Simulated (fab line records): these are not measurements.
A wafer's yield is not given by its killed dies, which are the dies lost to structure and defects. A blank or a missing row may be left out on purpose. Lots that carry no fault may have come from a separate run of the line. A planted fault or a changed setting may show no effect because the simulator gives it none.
fab line records -- flow nand-harc
record lots=11, wafers=33, last-day=24
route steps=1159 shown P_GATE@158 P_CONTACT@217
lots untouched by any fault: they come from a run of this same line in which no faults occurred
start-h: the number of hours between the record's first day and the start of the first shown wafer of the lot -- wait-h: time in hours since the lot's previous step -- " as in the row above -- L1.1+2: one row covering several wafers at once -- - value missing, or start not given -- * or withheld: withheld -- < > ~ a bound
route shown NAME@n: NAME is a module with steps in the file, n the number in the route of the first one -- usual: mean and standard deviation over wafers with no fault -- same: alike in all rows -- chamber/n: place in a boat -- sites: readings site by site -- _std_site: how widely they spread, as a standard deviation -- _edge_site: mean of outer sites minus mean of inner sites -- radius-mm: how far each site lies from the wafer's centre -- mask NAME#n: copy n -- behind: the most recent tool/chamber to have shaped the wafer -- hold: reason for holding the lot/hours on hold/outcome of the hold -- device: which transistor (n, p or np) failed to switch -- end of line: the route-end tests of the same wafers -- step lacking rows: just its recipe -- killed: dies lost to structure and defects at the first sort, not the wafer's yield -- map: a wafer's dies, marking killed ones x, the rest . and places with no die _
set.NAME: the setting as run; set.NAME@STEP: as run at that earlier step -- model.NAME: the simulator's own value behind a step, which no gauge read
a sample of lots followed through the steps of the route, with each step as a table and each wafer as a row
services: from which hour (start-h, from the record's first day; less than 0 if before it) a tool's chamber was out of use, for how many hours, and why
## steps
# step NHARC_P_GATE_PRECLEAN_97
# recipe time-s=600, temp-c=120, chemistry=SPM
# usual temp-c=120.00/0.13
lot.wafer,tool,chamber,start-h,wait-h,temp-c
L896.3,wet-bench-02,0,100.16,-,119.96
L896.1,wet-bench-02,3,100.16,-,120.16
L896.4,wet-bench-02,4,100.16,-,120.26
L895.3,wet-bench-03,4,102.02,-,119.78
L895.1,wet-bench-03,6,102.02,-,120.11
L895.2,wet-bench-03,7,102.02,-,119.93
L901.4,wet-bench-02,6,142.13,-,120.03
L901.2,wet-bench-02,1,142.13,-,120.12
L901.3,wet-bench-02,3,142.13,-,119.87
L902.4,wet-bench-03,4,143.66,-,119.92
L902.2,wet-bench-03,5,143.66,-,119.91
L902.1,wet-bench-03,0,143.66,-,120.04
L903.4,wet-bench-02,4,150.16,-,120.03
L903.2,wet-bench-02,0,150.16,-,119.83
L903.3,wet-bench-02,1,150.16,-,119.80
L907.3,wet-bench-02,1,177.50,-,119.82
L907.4,wet-bench-02,2,177.50,-,119.96
L907.6,wet-bench-02,4,177.50,-,119.99
L908.2,wet-bench-03,4,183.95,-,119.91
L908.4,wet-bench-03,7,183.95,-,120.04
L908.1,wet-bench-03,0,183.95,-,120.07
L910.2,wet-bench-03,2,191.23,-,119.98
L910.4,wet-bench-03,3,191.23,-,120.20
L910.3,wet-bench-03,4,191.23,-,119.96
L916.6,wet-bench-03,1,224.85,-,119.98
L916.1,wet-bench-03,3,224.85,-,119.79
L916.4,wet-bench-03,4,224.85,-,119.88
L918.3,wet-bench-07,0,232.99,-,119.93
L918.4,wet-bench-07,3,232.99,-,120.02
L918.1,wet-bench-07,5,232.99,-,119.69
L917.1,wet-bench-02,1,233.20,-,120.25
L917.3,wet-bench-02,3,233.20,-,119.85
L917.4,wet-bench-02,4,233.20,-,120.07
# step NHARC_P_GATE_DESCUM_93
# recipe time-s=3, o2-flow-sccm=200, ar-flow-sccm=0, bias-power-w=0, chemistry=O2
# usual drypump-motor-current-A=5.8/0.38, o2-flow-sccm=200.1/0.57, oes-product-au=1.000/0.0073, rf-vpp-V=58.0/0.88, showerhead-plenum-p-Torr=1.98/0.079, throttle-valve-pct=11.313/0.0093
lot.wafer,tool,chamber,start-h,wait-h,drypump-motor-current-A,o2-flow-sccm,oes-product-au,rf-hours-counter-h,rf-vpp-V,showerhead-plenum-p-Torr,throttle-valve-pct
L896.3,rie-diel-05,3,106.35,-,5.9,201.2,1.003,21,59.1,2.04,11.304
L896.1,rie-diel-05,2,106.35,-,6.2,200.0,1.012,22,58.6,1.99,11.306
L896.4,rie-diel-05,3,106.35,-,5.9,199.8,1.002,-,59.5,2.04,11.315
L895.2,rie-diel-08,3,107.91,-,5.5,199.4,0.993,57,58.0,1.87,11.304
L895.1,rie-diel-08,0,107.91,-,6.2,200.3,1.003,57,57.8,2.01,11.299
L895.3,rie-diel-08,1,107.91,-,5.6,199.2,1.000,53,58.1,1.81,11.309
L901.3,rie-diel-05,1,146.50,-,5.3,199.0,1.010,33,58.8,2.03,11.301
L901.2,rie-diel-05,2,146.50,-,6.2,200.0,1.000,35,57.4,1.98,11.320
L901.4,rie-diel-05,2,146.50,-,6.2,200.7,0.999,-,58.8,1.98,11.313
L902.1,rie-diel-05,1,148.10,-,5.3,199.9,1.009,33,57.6,2.03,11.326
L902.2,rie-diel-05,3,148.10,-,5.9,199.1,0.993,33,58.1,2.04,11.322
L902.4,rie-diel-05,2,148.10,-,6.2,199.7,1.009,-,58.3,1.98,11.332
L903.4,rie-diel-11,2,154.39,-,5.9,200.7,0.986,48,55.8,1.92,11.302
L903.2,rie-diel-11,0,154.39,-,6.0,199.8,0.997,48,58.2,1.97,11.304
L903.3,rie-diel-11,1,154.39,-,6.2,199.6,1.013,46,57.2,2.00,11.307
L907.4,rie-diel-08,2,182.10,-,5.3,199.6,1.005,20,57.6,2.07,11.312
L907.3,rie-diel-08,0,182.10,-,6.2,201.1,0.996,17,56.0,2.00,11.289
L907.6,rie-diel-08,2,182.10,-,5.3,200.0,0.995,-,58.6,2.07,11.300
L908.2,rie-diel-05,1,188.53,-,5.3,198.8,0.987,3,58.6,2.03,11.304
L908.1,rie-diel-05,2,188.53,-,6.2,201.0,1.003,3,57.2,1.98,11.306
L908.4,rie-diel-05,2,188.53,-,6.2,200.2,1.005,-,57.5,1.98,11.314
L910.3,rie-diel-05,3,195.40,-,5.9,199.2,1.001,5,57.3,2.03,11.309
L910.2,rie-diel-05,1,195.40,-,5.3,199.2,0.982,5,56.9,2.03,11.311
L910.4,rie-diel-05,2,195.40,-,6.2,200.2,1.002,-,58.7,1.98,11.314
L916.4,rie-diel-05,3,229.19,-,5.9,199.6,1.006,11,58.4,2.03,11.312
L916.1,rie-diel-05,0,229.19,-,6.3,200.5,1.001,0,58.9,2.01,11.318
L916.6,rie-diel-05,0,229.19,-,6.3,200.1,0.995,-,57.7,2.01,11.315
L918.3,rie-diel-05,1,237.35,-,5.3,200.4,0.998,12,58.4,2.03,11.309
L918.4,rie-diel-05,2,237.35,-,6.2,200.5,0.993,12,59.0,1.98,11.307
L918.1,rie-diel-05,3,237.35,-,5.9,200.5,1.009,13,58.9,2.03,11.311
L917.4,rie-diel-05,3,237.75,-,5.9,201.0,1.003,13,58.6,2.03,11.331
L917.1,rie-diel-05,0,237.75,-,6.3,200.4,0.999,3,58.4,2.01,11.314
L917.3,rie-diel-05,1,237.75,-,5.3,199.5,0.995,12,58.3,2.03,11.309
# step NHARC_P_GATE_RTA_64
# recipe temp-c=1050, time-s=1
# usual lamp-power-pct=35/3.4, lamp_zone_2_pct=35/3.4, lamp_zone_4_pct=35/3.4, wafer_temp_C_max=1054.6/0.94
lot.wafer,tool,chamber,start-h,wait-h,lamp-power-pct,lamp_zone_2_pct,lamp_zone_4_pct,wafer_temp_C_max
L896.1,rtp-anneal-01,0,108.27,-,39,39,39,1053.7
L896.3,rtp-anneal-01,0,108.27,-,39,39,39,1053.9
L896.4,rtp-anneal-01,0,108.27,-,39,39,39,1052.8
L895.1,rtp-anneal-01,0,109.75,-,39,39,39,1053.7
L895.2,rtp-anneal-01,0,109.75,-,39,39,39,1054.9
L895.3,rtp-anneal-01,0,109.75,-,39,39,39,1053.8
L901.2,rtp-anneal-02,0,148.56,-,32,32,32,1057.9
L901.3,rtp-anneal-02,0,148.56,-,32,32,32,1053.9
L901.4,rtp-anneal-02,0,148.56,-,32,32,32,1055.7
L902.1,rtp-anneal-02,0,149.82,-,32,32,32,1054.6
L902.2,rtp-anneal-02,0,149.82,-,32,32,32,1055.3
L902.4,rtp-anneal-02,0,149.82,-,32,32,32,1056.5
L903.2,rtp-anneal-02,0,156.08,-,32,32,32,1054.2
L903.3,rtp-anneal-02,0,156.08,-,32,32,32,1054.7
L903.4,rtp-anneal-02,0,156.08,-,32,32,32,1055.4
L907.3,rtp-anneal-01,0,183.79,-,39,39,39,1054.2
L907.4,rtp-anneal-01,0,183.79,-,39,39,39,1055.0
L907.6,rtp-anneal-01,0,183.79,-,39,39,39,1055.6
L908.1,rtp-anneal-02,0,190.17,-,32,32,32,1053.8
L908.2,rtp-anneal-02,0,190.17,-,32,32,32,1055.7
L908.4,rtp-anneal-02,0,190.17,-,32,32,32,1054.6
L910.2,rtp-anneal-01,0,197.24,-,39,39,39,1053.6
L910.3,rtp-anneal-01,0,197.24,-,39,39,39,1054.5
L910.4,rtp-anneal-01,0,197.24,-,39,39,39,1055.8
L916.1,rtp-anneal-02,0,230.87,-,32,32,32,1054.1
L916.4,rtp-anneal-02,0,230.87,-,32,32,32,1053.5
L916.6,rtp-anneal-02,0,230.87,-,32,32,32,1056.0
L918.1,rtp-anneal-02,0,239.01,-,32,32,32,1054.9
L918.3,rtp-anneal-02,0,239.01,-,32,32,32,1055.4
L918.4,rtp-anneal-02,0,239.01,-,32,32,32,1054.4
L917.1,rtp-anneal-01,0,239.40,-,39,39,39,1055.1
L917.3,rtp-anneal-01,0,239.40,-,39,39,39,1053.8
L917.4,rtp-anneal-01,0,239.40,-,39,39,39,1054.0
# step NHARC_P_GATE_INSPECT_68
# usual raw-defect-count=184/66
lot.wafer,tool,chamber,start-h,wait-h,hold,raw-defect-count
L896.1,defect-inspect-01,-,109.54,0.2,-,172
L896.3,defect-inspect-01,-,109.54,0.2,-,186
L896.4,defect-inspect-01,-,109.54,0.2,-,200
L895.1,defect-inspect-01,-,111.02,0.2,-,206
L895.2,defect-inspect-01,-,111.02,0.2,-,329
L895.3,defect-inspect-01,-,111.02,0.2,-,363
L901.2,defect-inspect-02,-,149.78,0.1,-,164
L901.3,defect-inspect-02,-,149.78,0.1,-,153
L901.4,defect-inspect-02,-,149.78,0.1,-,183
L902.1,defect-inspect-02,-,151.08,0.2,-,101
L902.2,defect-inspect-02,-,151.08,0.2,-,215
L902.4,defect-inspect-02,-,151.08,0.2,-,130
L903.2,defect-inspect-02,-,157.33,0.1,-,131
L903.3,defect-inspect-02,-,157.33,0.1,-,169
L903.4,defect-inspect-02,-,157.33,0.1,-,104
L907.3,defect-inspect-01,-,184.99,0.1,-,123
L907.4,defect-inspect-01,-,184.99,0.1,-,218
L907.6,defect-inspect-01,-,184.99,0.1,-,206
L908.1,defect-inspect-02,-,191.43,0.2,-,158
L908.2,defect-inspect-02,-,191.43,0.2,-,293
L908.4,defect-inspect-02,-,191.43,0.2,-,270
L910.2,defect-inspect-02,-,198.46,0.1,await-dispo/0.2h/release,845
L910.3,defect-inspect-02,-,198.46,0.1,await-dispo/0.2h/release,804
L910.4,defect-inspect-02,-,198.46,0.1,await-dispo/0.2h/release,769
L910.2,defect-inspect-02,-,198.63,0.2,-,821
L910.3,defect-inspect-02,-,198.63,0.2,-,803
L910.4,defect-inspect-02,-,198.63,0.2,-,771
L916.1,defect-inspect-02,-,232.13,0.2,await-dispo/0.2h/release,745
L916.4,defect-inspect-02,-,232.13,0.2,await-dispo/0.2h/release,760
L916.6,defect-inspect-02,-,232.13,0.2,await-dispo/0.2h/release,693
L916.1,defect-inspect-02,-,232.30,0.2,-,759
L916.4,defect-inspect-02,-,232.30,0.2,-,757
L916.6,defect-inspect-02,-,232.30,0.2,-,686
L918.1,defect-inspect-02,-,240.27,0.2,-,127
L918.3,defect-inspect-02,-,240.27,0.2,-,111
L918.4,defect-inspect-02,-,240.27,0.2,-,122
L917.1,defect-inspect-02,-,240.66,0.2,-,371
L917.3,defect-inspect-02,-,240.66,0.2,-,221
L917.4,defect-inspect-02,-,240.66,0.2,-,228
# step NHARC_P_CONTACT_DEP_30
# recipe target-thk-a=300, temp-c=400, target-thk-nm=30, flow-sccm=200, rf-w=450, material=SiNx
# usual heater-power-w=677/77
lot.wafer,tool,chamber,start-h,wait-h,hold,heater-power-w
L896.3,pecvd-03,1,109.61,0.1,-,780
L896.1,pecvd-03,0,109.61,0.1,-,774
L896.4,pecvd-03,0,109.61,0.1,-,784
L895.3,pecvd-03,1,111.09,0.1,-,672
L895.1,pecvd-03,2,111.09,0.1,-,533
L895.2,pecvd-03,0,111.09,0.1,-,795
L901.2,pecvd-02,1,150.13,0.3,-,800
L901.3,pecvd-02,0,150.13,0.3,-,709
L901.4,pecvd-02,2,150.13,0.3,-,592
L902.2,pecvd-02,0,151.15,0.1,-,696
L902.1,pecvd-02,1,151.15,0.1,-,815
L902.4,pecvd-02,2,151.15,0.1,-,660
L903.3,pecvd-04,1,157.86,0.5,-,555
L903.2,pecvd-04,2,157.86,0.5,-,708
L903.4,pecvd-04,0,157.86,0.5,-,797
L907.3,pecvd-03,2,185.13,0.1,-,611
L907.4,pecvd-03,0,185.13,0.1,-,726
L907.6,pecvd-03,2,185.13,0.1,-,616
L908.1,pecvd-04,2,191.50,0.1,-,724
L908.2,pecvd-04,0,191.50,0.1,-,770
L908.4,pecvd-04,1,191.50,0.1,-,514
L910.2,pecvd-02,1,202.91,4.3,await-dispo/4.0h/release,749
L910.3,pecvd-02,2,202.91,4.3,await-dispo/4.0h/release,700
L910.4,pecvd-02,1,202.91,4.3,await-dispo/4.0h/release,783
L916.1,pecvd-04,2,236.27,4.0,await-dispo/3.8h/release,625
L916.4,pecvd-04,2,236.27,4.0,await-dispo/3.8h/release,615
L916.6,pecvd-04,1,236.27,4.0,await-dispo/3.8h/release,663
L918.1,pecvd-03,0,240.33,0.1,-,662
L918.3,pecvd-03,2,240.33,0.1,-,554
L918.4,pecvd-03,2,240.33,0.1,-,552
L917.3,pecvd-04,0,240.73,0.1,-,674
L917.1,pecvd-04,1,240.73,0.1,-,656
L917.4,pecvd-04,1,240.73,0.1,-,671
# step NHARC_P_CONTACT_ETCH_18
# recipe target-depth-a=4810, time-s=240.5, c4f8-flow-sccm=20, o2-flow-sccm=10, ar-flow-sccm=withheld, rf-w=600, bias-w=1500, chemistry=C4F8/O2/Ar
# usual oes-product-au=0.966/0.015, rf-vpp-V=978/4.9
lot.wafer,tool,chamber,start-h,wait-h,oes-product-au,rf-hours-counter-h,rf-vpp-V
L896.4,rie-diel-04,3,-,-,0.981,17,968
L896.1,rie-diel-04,0,-,-,0.968,16,979
L896.3,rie-diel-04,1,-,-,0.952,18,980
L895.1,rie-diel-09,1,113.43,-,1.007,11,977
L895.2,rie-diel-09,3,113.43,-,1.002,8,968
L895.3,rie-diel-09,0,113.43,-,1.010,11,979
L901.3,rie-diel-04,3,-,-,0.956,3,969
L901.4,rie-diel-04,0,-,-,0.980,1,979
L901.2,rie-diel-04,1,-,-,0.967,3,981
L902.1,rie-diel-04,0,-,-,0.970,2,979
L902.4,rie-diel-04,1,-,-,0.952,3,979
L902.2,rie-diel-04,2,-,-,0.955,4,982
L903.4,rie-diel-04,3,-,-,0.970,4,970
L903.3,rie-diel-04,1,-,-,0.973,4,978
L903.2,rie-diel-04,2,-,-,0.973,4,982
L907.4,rie-diel-04,3,-,-,0.988,6,968
L907.3,rie-diel-04,0,-,-,0.959,6,978
L907.6,rie-diel-04,2,-,-,0.975,-,982
L908.4,rie-diel-13,1,-,-,0.953,9,983
L908.1,rie-diel-13,2,-,-,0.980,9,972
L908.2,rie-diel-13,3,-,-,0.982,7,983
L918.3,rie-diel-04,0,-,-,0.975,11,978
L918.4,rie-diel-04,1,-,-,0.956,13,979
L918.1,rie-diel-04,2,-,-,0.977,12,982
L917.3,rie-diel-13,1,-,-,0.955,14,980
L917.4,rie-diel-13,2,-,-,0.954,14,972
L917.1,rie-diel-13,3,-,-,0.978,12,981
## services
tool,chamber,start-h,hours,kind
wet-bench-03,-,80.22,1.9,repair
rie-diel-08,2,84.19,23.7,repair
pecvd-03,0,89.28,6.4,repair
rie-diel-13,-,99.00,9.0,pm
pecvd-03,-,111.58,13.0,pm
rie-diel-04,-,111.90,9.0,pm
rie-diel-13,-,113.22,1.3,repair
rie-diel-13,3,120.60,16.8,repair
rie-diel-08,-,124.80,9.0,pm
rie-diel-04,0,128.57,15.5,repair
wet-bench-03,-,146.40,8.0,pm
pecvd-02,-,153.00,13.0,pm
rie-diel-05,-,163.62,9.0,pm
rie-diel-04,3,167.13,13.6,repair
rie-diel-05,-,177.75,0.4,repair
wet-bench-02,-,180.00,8.0,pm
rie-diel-08,-,190.55,2.4,repair
pecvd-02,-,191.04,1.7,repair
pecvd-04,-,195.00,13.0,pm
rie-diel-04,-,205.11,3.9,repair
pecvd-04,-,208.73,1.2,repair
rie-diel-04,2,214.75,5.5,repair
rie-diel-08,0,229.99,1.4,repair
rie-diel-04,2,236.48,1.3,repair
## key
first-sign step=NHARC_P_GATE_INSPECT_68, reading=raw-defect-count, direction=up, sigmas=8.8, usual=184, struck=769
effect step=NHARC_P_GATE_INSPECT_68, reading=hold, direction=added
met-at NHARC_P_GATE_PRECLEAN_97
struck-lots L910,L916
scrapped-behind NHARC_P_CONTACT_INSPECT_14 L910.2,L910.3,L910.4,L916.1,L916.4,L916.6
not-acting-at NHARC_P_GATE_DESCUM_93,NHARC_P_GATE_RTA_64,NHARC_P_CONTACT_ETCH_18
onset-between 183.95 191.23
fault kind=chamber-particle-source, tool=wet-bench-03, chamber=-, onset-h=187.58, steps=NHARC_P_GATE_PRECLEAN_97, rate-per-visit-cm2=0.91458, end-h=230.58
